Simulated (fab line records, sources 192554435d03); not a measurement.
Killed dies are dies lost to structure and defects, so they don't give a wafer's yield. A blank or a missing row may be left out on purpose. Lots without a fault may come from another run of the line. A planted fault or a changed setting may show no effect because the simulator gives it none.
A struck lot beside a sound one | flow n5_finfet | 15 steps out of a route of 1938
Sound: wafers L574.1, L574.2, L574.6. Struck: wafer L584.1. (L584.2, L584.4 of the same lot were not struck and are left out.) The cause comes at the end.
At each step with rows: each side's tool, then ch and its chambers, then its first start. Under that, the readings that differ: sound wafers | struck wafers | difference of the means | sigmas: that difference in standard deviations of wafers without a fault.
alike: readings whose means differ by less than 2 such deviations, and words and numbers that are the same on both sides. not compared: withheld readings, readings that some wafer has no value for, bounds like >300 that may hide the same value, and numbers for which the record gives no deviation and whose values overlap.
The two part at a step that has a row with sigmas, a row that says differs or no value, or rows on one side only. Numbers that don't overlap but have no deviation are shown without sigmas and don't part them. A reading that every wafer of one side lacks parts them only if that side has two wafers or more.

first, 1 step without rows for these wafers: N5_BEOL_M1_DEVELOP_27 (develop time 30 s).
N5_BEOL_M1_CD_MEAS_28: target cd y 23.3 nm.
  sound on cd_sem-01 ch 0, day 7 16:10; struck on cd_sem-03 ch 0, day 9 23:35
  alike: cd_nm
N5_BEOL_M1_OVL_MEAS_29:
  sound on overlay-01 ch 0, day 7 16:12; struck on overlay-02 ch 0, day 9 23:37
  alike: V0_OVL
N5_BEOL_M1_INSPECT_30: inspects for defects (brightfield).
  sound on defect_inspect-02, day 7 16:16; struck on defect_inspect-01, day 9 23:40
  alike: raw_defect_count
then, 1 step without rows for these wafers: N5_BEOL_M1_DESCUM_33 (chemistry O2, time 7 s).
N5_BEOL_M1_ETCH_77: etches underlayer in N2/H2, target depth 6.5 nm, time 5.2 s.
  sound on rie_diel-01 ch 0,1,3, day 7 16:22; struck on rie_diel-03 ch 0, day 9 23:50
  alike: drypump_motor_current_A, etch_rf_on_time_s, h2_flow_sccm, oes_product_au, rf_vpp_V, showerhead_plenum_p_Torr, throttle_valve_pct
  not compared: rf_hours_counter_h
N5_BEOL_M1_ETCH_69: etches SiARC in CF4, target depth 15.6 nm, time 26 s.
  sound on rie_diel-01 ch 0,1,3, day 7 16:22; struck on rie_diel-03 ch 0, day 9 23:50
  alike: drypump_motor_current_A, etch_rf_on_time_s, oes_product_au, rf_vpp_V, showerhead_plenum_p_Torr, throttle_valve_pct
  not compared: rf_hours_counter_h
N5_BEOL_M1_ALD_98: deposits SiO2, target thk 2.5 nm, pulse time 1 s, co reactant pulse time 1 s.
  sound on ald_sin-02 ch 0,2, day 7 16:47; struck on ald_sin-02 ch 2, day 9 23:56
  alike: heater_power_outer_w, heater_power_w, precursor_pulse_height_rel
N5_BEOL_M1_ETCHBACK_99: etches SiO2 in CHF3, target depth 5 nm, time 10.4 s.
  sound on rie_diel-01 ch 2,3, day 8 09:47; struck on rie_diel-01 ch 2, day 10 06:08
  reading                | sound             | struck | difference | sigmas
  throttle_valve_pct (%) | 16.84 17.21 16.83 | 17.26  | +0.30      | +2
  alike: drypump_motor_current_A, oes_ar_750_au, oes_product_au, rf_vpp_V, showerhead_plenum_p_Torr
  not compared: rf_hours_counter_h
N5_BEOL_M1_ETCH_70: etches SOC in N2/H2, target depth 80 nm, overetch 16 nm, time 120 s.
  sound on rie_diel-01 ch 2,3, day 8 09:49; struck on rie_diel-01 ch 2, day 10 06:10
  alike: drypump_motor_current_A, h2_flow_sccm, oes_product_au, rf_vpp_V, showerhead_plenum_p_Torr, throttle_valve_pct
  not compared: rf_hours_counter_h
then, 2 steps without rows for these wafers: N5_BEOL_M1_STRIP_71 (strips in N2/H2); N5_BEOL_M1_STRIP_78 (strips in N2/H2).
N5_BEOL_M1_VIA_ETCH_34: etches the open film in C4F6/O2, target depth 67.8 nm, time 64.4 s.
  sound on rie_diel-01 ch 2,3, day 8 09:55; struck on rie_diel-01 ch 2, day 10 06:16
  reading                                  | sound            | struck | difference | sigmas
  oes_product_au (a.u.)                    | 0.91 0.81 0.91   | 0.68   | -0.20      | -2
  model.etch.depth_nm (nm)                 | 68.4 67.22 68.53 | 50.95  | -17.10     |
  model.SOC_of_BEOL_M1_COAT_67.thk_nm (nm) | 52 52 52         | 53.8   | +1.8       |
  alike: C4F6_flow_sccm, drypump_motor_current_A, oes_ar_750_au, rf_vpp_V, showerhead_plenum_p_Torr, throttle_valve_pct
  not compared: rf_hours_counter_h
then, 1 step without rows for these wafers: N5_BEOL_M1_STRIP_83 (strips in C4F6/O2).
-- the record jumps here: 5 days lie between the struck wafers' starts before and after (it left off in module BEOL_M1 and takes up again in module BEOL_M4, whose first step shown is number 1111 of the route) --
N5_BEOL_M4_RC_MEAS_101:
  sound on prober-01 ch 0, day 11 16:53; struck on prober-01 ch 0, day 15 15:17
  alike: DIBL_N, DIBL_P, IOFF_N, IOFF_P, ION_N, ION_P, SS_N, SS_P, VT_N, VT_P

WHERE THEY PART
First at N5_BEOL_M1_ETCHBACK_99; last, within this record, at N5_BEOL_M1_VIA_ETCH_34. Later steps at which nothing parts them and some readings are alike: N5_BEOL_M4_RC_MEAS_101.

WHY: what the simulator had put in
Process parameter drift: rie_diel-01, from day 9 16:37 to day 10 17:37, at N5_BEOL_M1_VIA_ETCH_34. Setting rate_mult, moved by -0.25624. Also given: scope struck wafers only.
